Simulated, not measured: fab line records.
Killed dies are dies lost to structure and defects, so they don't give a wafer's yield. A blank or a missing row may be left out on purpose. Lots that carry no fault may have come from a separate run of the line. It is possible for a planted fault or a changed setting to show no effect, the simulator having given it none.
The tool behind it: which one? ; flow n5 finfet ; 24 lots with 72 wafers sampled at 6 steps, on a route of 1938 steps

== WHAT THE GAUGES READ, wafer by wafer ==
N5_BEOL_M1_THK_MEAS_01.
lot;measured;on;M1_ILD_THK (nm)
L074;day 6 03:17;film metro-01;80.2 78.8 80.4
L075;day 6 06:16;film metro-01;79.1 79.6 79.9
L076;day 6 13:10;film metro-02;78.8 77.5 79.4
L077;day 6 15:00;film metro-01;77.5 78.4 79.7
L078;day 6 21:25;film metro-02;79.6 78.1 79.8
L079;day 7 07:21;film metro-01;76.8 78.1 78.5
L080;day 7 15:50;film metro-01;79.1 80.1 81.7
L081;day 7 20:10;film metro-01;79.4 79.3 81.0
L082;day 7 23:16;film metro-02;77.5 80.4 80.8
L083;day 8 10:26;film metro-01;80.2 81.7 80.1
L084;day 8 10:16;film metro-01;80.0 78.7 81.1
L085;day 8 17:18;film metro-01;79.1 78.3 81.5
L086;day 9 03:10;film metro-02;77.0 78.2 78.5
L087;day 9 14:08;film metro-01;79.5 81.1 79.7
L088;day 9 16:32;film metro-01;79.1 77.0 78.4
L089;day 9 16:23;film metro-01;78.7 78.2 80.2
L090;day 10 01:33;film metro-01;78.2 79.9 79.4
L091;day 10 03:38;film metro-01;77.0 78.3 80.5
L092;day 10 14:37;film metro-01;78.4 79.7 78.3
L093;day 10 16:28;film metro-02;78.2 80.6 78.9
L094;day 10 19:18;film metro-01;79.3 80.4 79.9
L095;day 11 05:59;film metro-01;79.8 77.7 81.0
L096;day 11 20:10;film metro-02;76.5 78.0 78.0
L097;day 11 23:11;film metro-02;79.9 78.9 79.3

N5_BEOL_M1_CD_MEAS_11 targets a cd of 17.05 nm.
lot;measured;on;cd nm (nm)
L074;day 6 04:27;cd sem-03;16.93 17.08 17.13
L075;day 6 08:29;cd sem-02;17.07 17.19 17.08
L076;day 6 14:17;cd sem-03;16.92 17.02 16.71
L077;day 6 17:09;cd sem-02;16.81 17.36 16.77
L078;day 6 23:20;cd sem-03;17.15 17.02 16.94
L079;day 7 09:07;cd sem-01;16.71 17.32 17.50
L080;day 7 19:01;cd sem-01;16.75 16.83 16.67
L081;day 7 21:01;cd sem-03;16.98 17.15 17.10
L082;day 8 00:10;cd sem-02;17.09 16.81 17.11
L083;day 8 12:31;cd sem-02;16.60 16.81 17.17
L084;day 8 12:28;cd sem-02;17.32 16.87 17.12
L085;day 8 20:01;cd sem-03;16.65 16.91 16.90
L086;day 9 03:58;cd sem-02;17.12 17.28 17.24
L087;day 9 15:49;cd sem-01;17.06 16.98 17.08
L088;day 9 19:18;cd sem-01;17.03 17.16 16.89
L089;day 9 19:16;cd sem-02;17.06 17.09 17.07
L090;day 10 03:04;cd sem-01;17.20 16.76 17.01
L091;day 10 06:32;cd sem-02;17.34 17.35 17.39
L092;day 10 16:39;cd sem-03;17.16 17.27 17.22
L093;day 10 17:17;cd sem-03;16.92 16.93 17.29
L094;day 10 20:36;cd sem-03;17.12 17.12 16.68
L095;day 11 07:58;cd sem-02;16.83 17.28 16.92
L096;day 11 21:51;cd sem-03;17.13 16.85 16.55
L097;day 12 00:17;cd sem-02;17.08 16.60 17.19

N5_BEOL_M1_INSPECT_13: inspects for defects (brightfield).
lot;measured;on;raw defect count
L074;day 6 04:32;defect inspect-01;487 394 505
L075;day 6 08:34;defect inspect-02;588 678 581
L076;day 6 14:22;defect inspect-01;367 368 363
L077;day 6 17:14;defect inspect-02;343 615 567
L078;day 6 23:26;defect inspect-02;525 492 518
L079;day 7 09:13;defect inspect-01;473 480 668
L080;day 7 19:07;defect inspect-02;455 376 430
L081;day 7 21:06;defect inspect-02;597 423 543
L082;day 8 00:16;defect inspect-01;410 389 501
L083;day 8 12:35;defect inspect-01;438 525 531
L084;day 8 12:34;defect inspect-02;525 446 415
L085;day 8 20:07;defect inspect-02;516 462 518
L086;day 9 04:04;defect inspect-01;917 688 692
L087;day 9 15:54;defect inspect-02;335 496 414
L088;day 9 19:23;defect inspect-02;492 710 582
L089;day 9 19:21;defect inspect-01;383 430 460
L090;day 10 03:09;defect inspect-01;381 419 431
L091;day 10 06:37;defect inspect-01;233 269 286
L092;day 10 16:44;defect inspect-02;476 388 476
L093;day 10 17:22;defect inspect-02;520 471 404
L094;day 10 20:41;defect inspect-02;400 431 367
L095;day 11 08:03;defect inspect-01;257 359 310
L096;day 11 21:56;defect inspect-02;619 397 671
L097;day 12 00:23;defect inspect-01;231 405 242

== WHICH TOOL RAN EACH LOT (tool, then ch and the chambers of the sampled wafers, then the start) ==
lot;N5_BEOL_M0_SAQP_MANDREL2_REMOVE_110;N5_BEOL_M0_CUTY_DESCUM_61;N5_BEOL_M1_ILD_DEP_00
L074;rie si-04 ch 0,3, day 5 16:31;rie diel-01 ch 1,2,3, day 5 18:44;pecvd-04 ch 0,1,2, day 6 03:14
L075;rie si-01 ch 1,3, day 5 21:29;rie diel-02 ch 0,1,3, day 5 23:52;pecvd-04 ch 1,2, day 6 06:12
L076;rie si-01 ch 1,3, day 6 03:07;rie diel-02 ch 0,1, day 6 05:19;pecvd-02 ch 1,2, day 6 13:07
L077;rie si-04 ch 0,3, day 6 07:18;rie diel-01 ch 1,2,3, day 6 09:16;pecvd-03 ch 1,2, day 6 14:56
L078;rie si-04 ch 1,3, day 6 13:01;rie diel-01 ch 1,3, day 6 14:58;pecvd-02 ch 0,1,2, day 6 21:21
L079;rie si-04 ch 0,1,2, day 6 21:04;rie diel-02 ch 2,3, day 6 22:55;pecvd-04 ch 0,2, day 7 07:17
L080;rie si-01 ch 1,2, day 7 06:26;rie diel-02 ch 2,3, day 7 08:52;pecvd-02 ch 0,1, day 7 15:46
L081;rie si-06 ch 0,3, day 7 10:05;rie diel-02 ch 1,2, day 7 12:06;pecvd-04 ch 1,2, day 7 20:05
L082;rie si-04 ch 0,1, day 7 13:54;rie diel-01 ch 1,3, day 7 16:32;pecvd-03 ch 0,1, day 7 23:11
L083;rie si-06 ch 0,2,3, day 8 00:26;rie diel-02 ch 1,2, day 8 02:31;pecvd-04 ch 0,2, day 8 10:22
L084;rie si-01 ch 2,3, day 8 00:55;rie diel-04 ch 1,2,3, day 8 03:01;pecvd-02 ch 0,1, day 8 10:12
L085;rie si-01 ch 1,3, day 8 10:25;rie diel-04 ch 2,3, day 8 12:28;pecvd-02 ch 1,2, day 8 17:13
L086;rie si-04 ch 0,2,3, day 8 18:44;rie diel-04 ch 0,2,3, day 8 21:07;pecvd-04 ch 0,1, day 9 03:05
L087;rie si-01 ch 0,1,3, day 9 07:02;rie diel-04 ch 0,2, day 9 09:04;pecvd-02 ch 1,2, day 9 14:04
L088;rie si-04 ch 1,2,3, day 9 09:01;rie diel-02 ch 2,3, day 9 11:11;pecvd-04 ch 1,2, day 9 16:28
L089;rie si-01 ch 0,1,3, day 9 09:31;rie diel-04 ch 0,2,3, day 9 11:28;pecvd-04 ch 0,1,2, day 9 16:19
L090;rie si-04 ch 0,1,2, day 9 14:36;rie diel-01 ch 0,3, day 9 16:47;pecvd-03 ch 0,1, day 10 01:28
L091;rie si-06 ch 1,2, day 9 17:50;rie diel-02 ch 1,2,3, day 9 20:34;pecvd-04 ch 0,1,2, day 10 03:34
L092;rie si-06 ch 0,2,3, day 10 02:49;rie diel-04 ch 0,2,3, day 10 05:25;pecvd-04 ch 1,2, day 10 14:32
L093;rie si-06 ch 1,2, day 10 07:00;rie diel-02 ch 1,2, day 10 10:42;pecvd-04 ch 0,2, day 10 16:24
L094;rie si-04 ch 0,1,2, day 10 10:29;rie diel-02 ch 0,1,2, day 10 13:08;pecvd-03 ch 0,1, day 10 19:13
L095;rie si-06 ch 0,1,2, day 10 21:58;rie diel-02 ch 0,2, day 10 23:48;pecvd-02 ch 1,2, day 11 05:55
L096;rie si-04 ch 0,2, day 11 08:50;rie diel-01 ch 0,1,3, day 11 11:15;pecvd-04 ch 1, day 11 20:05
L097;rie si-04 ch 0,1,3, day 11 13:01;rie diel-04 ch 1,2,3, day 11 15:23;pecvd-02 ch 0,1,2, day 11 23:07
- N5_BEOL_M0_SAQP_MANDREL2_REMOVE_110: chemistry HBr/Cl2/O2, target a-Si, stops on SiCN, bt time 10 s.
- N5_BEOL_M0_CUTY_DESCUM_61: chemistry O2, time 7.9 s.
- N5_BEOL_M1_ILD_DEP_00: deposits SiOC from DEMS/O2, target thk 79 nm, time 15.3 s.

== WHAT THE TOOLS THEMSELVES READ (means of the sampled wafers that have a number; where no wafer has one, the mark that the record gives instead) ==
N5_BEOL_M0_SAQP_MANDREL2_REMOVE_110.
lot;tool;drypump motor current A (A);oes product au (a.u.);rf fwd power W (W);throttle valve pct (%)
L074;rie si-04;6.3;1.022;599.3;36.3
L075;rie si-01;5.9;0.983;594.1;36.4
L076;rie si-01;5.9;0.984;595.6;36.5
L077;rie si-04;6.2;1.021;598.7;36.6
L078;rie si-04;6.3;1.019;596.2;36.2
L079;rie si-04;5.8;1.005;594.8;36.5
L080;rie si-01;5.6;0.986;596.8;36.4
L081;rie si-06;5.4;0.990;594.7;36.9
L082;rie si-04;6.0;1.030;599.8;36.8
L083;rie si-06;5.2;0.989;597.7;36.8
L084;rie si-01;6.0;0.986;597.9;36.3
L085;rie si-01;5.9;0.978;596.0;36.4
L086;rie si-04;6.0;1.015;598.0;36.3
L087;rie si-01;5.8;0.987;597.0;36.5
L088;rie si-04;5.9;1.010;596.3;36.2
L089;rie si-01;5.8;0.978;597.5;36.5
L090;rie si-04;5.8;1.012;597.2;36.5
L091;rie si-06;5.6;0.976;597.7;36.8
L092;rie si-06;5.2;0.994;596.3;36.8
L093;rie si-06;5.3;0.998;596.0;36.6
L094;rie si-04;5.8;1.002;595.4;36.5
L095;rie si-06;5.5;0.995;597.3;36.7
L096;rie si-04;5.6;0.984;592.7;36.4
L097;rie si-04;6.2;1.012;596.5;36.5

N5_BEOL_M0_CUTY_DESCUM_61.
lot;tool;drypump motor current A (A);o2 flow sccm (sccm);oes product au (a.u.);rf fwd power W (W);rf vpp V (V);showerhead plenum p Torr (Torr);temp c (C);throttle valve pct (%)
L074;rie diel-01;5.5;225.3;0.85;49.53;245.5;2.18;39.86;20.37
L075;rie diel-02;5.5;225.4;0.74;49.32;242.9;2.09;40.08;20.23
L076;rie diel-02;5.4;224.6;0.75;49.01;242.9;2.06;39.94;20.21
L077;rie diel-01;5.5;224.9;0.84;49.61;244.9;2.18;39.99;20.37
L078;rie diel-01;5.2;224.8;0.77;49.37;243.3;2.12;39.91;20.49
L079;rie diel-02;5.7;224.3;0.69;49.37;244.1;2.10;39.99;20.38
L080;rie diel-02;5.8;225.2;0.69;49.53;243.9;2.10;39.93;20.38
L081;rie diel-02;5.8;225.5;0.73;49.24;241.6;1.99;40.01;20.51
L082;rie diel-01;5.2;226.0;0.76;49.49;243.3;2.12;39.78;20.51
L083;rie diel-02;5.8;225.5;0.73;49.23;242.3;1.99;40.02;20.51
L084;rie diel-04;6.0;225.0;0.77;49.39;242.8;2.08;40.07;20.25
L085;rie diel-04;5.8;225.3;0.77;49.44;242.5;2.06;39.95;20.14
L086;rie diel-04;5.7;225.2;0.83;49.40;243.3;2.11;39.97;20.14
L087;rie diel-04;5.8;225.3;0.87;49.51;244.1;2.09;39.96;20.14
L088;rie diel-02;5.7;225.5;0.68;49.51;243.7;2.09;40.11;20.42
L089;rie diel-04;5.7;224.6;0.83;49.51;243.0;2.10;39.97;20.14
L090;rie diel-01;4.9;224.6;0.76;49.42;243.4;2.13;40.00;20.50
L091;rie diel-02;5.7;225.2;0.71;49.36;242.5;2.04;40.13;20.41
L092;rie diel-04;5.7;224.7;0.81;49.55;243.6;2.10;39.98;20.15
L093;rie diel-02;5.8;225.5;0.71;49.23;241.7;1.98;40.04;20.55
L094;rie diel-02;5.6;224.9;0.72;49.13;241.3;2.01;40.01;20.42
L095;rie diel-02;5.7;224.9;0.68;49.14;241.3;2.00;40.06;20.54
L096;rie diel-01;5.0;225.4;0.83;49.32;243.7;2.12;40.03;20.41
L097;rie diel-04;6.0;225.9;0.74;49.49;242.2;2.07;39.95;20.29

N5_BEOL_M1_ILD_DEP_00.
lot;tool;heater power w (W);rf fwd power W (W);showerhead plenum p Torr (Torr);throttle valve pct (%)
L074;pecvd-04;457;494.2;5.699;12.2
L075;pecvd-04;507;492.2;5.692;12.4
L076;pecvd-02;418;495.8;5.693;12.0
L077;pecvd-03;503;494.5;5.704;12.4
L078;pecvd-02;508;493.8;5.695;11.6
L079;pecvd-04;453;496.2;5.717;12.2
L080;pecvd-02;442;493.6;5.694;12.1
L081;pecvd-04;485;491.6;5.698;12.2
L082;pecvd-03;529;492.8;5.698;11.9
L083;pecvd-04;494;493.1;5.720;12.1
L084;pecvd-02;466;494.4;5.690;11.9
L085;pecvd-02;413;494.8;5.677;11.9
L086;pecvd-04;472;497.4;5.708;12.6
L087;pecvd-02;449;495.1;5.689;11.6
L088;pecvd-04;499;491.0;5.687;12.9
L089;pecvd-04;470;494.5;5.700;12.6
L090;pecvd-03;561;493.8;5.706;12.1
L091;pecvd-04;507;494.0;5.704;12.5
L092;pecvd-04;471;493.6;5.693;12.5
L093;pecvd-04;460;494.2;5.710;12.2
L094;pecvd-03;554;492.0;5.708;12.0
L095;pecvd-02;418;497.0;5.693;12.1
L096;pecvd-04;462;493.3;5.674;13.2
L097;pecvd-02;489;493.5;5.687;11.8

== THE ANSWER, worked out from the rows above alone ==
Rule: what is usual is taken from the lots themselves. Put in order of their means at a reading, lots are off if they are a third of the lots or fewer, leave a main group of 4 or more, and stand apart from it by a gap of 3 or more times the standard deviation of the main group's means; of several such gaps the widest counts. If all means in a main group match to the digits the tables above print for the reading, that group is not used. Also off: a lot with no number at a reading for which 4 or more lots have one. Any other lot the step has rows for is counted as sound. After the gauges, taken in route order, come the tools' own readings; for these a lot's mean is taken, as printed above. At the first step where some lot is off, the reading lying furthest off is the one used; lots without a number count as furthest.
Nothing can be told from this: no lot is off at any reading shown.

== WHAT THE SIMULATOR HAD INSERTED ==
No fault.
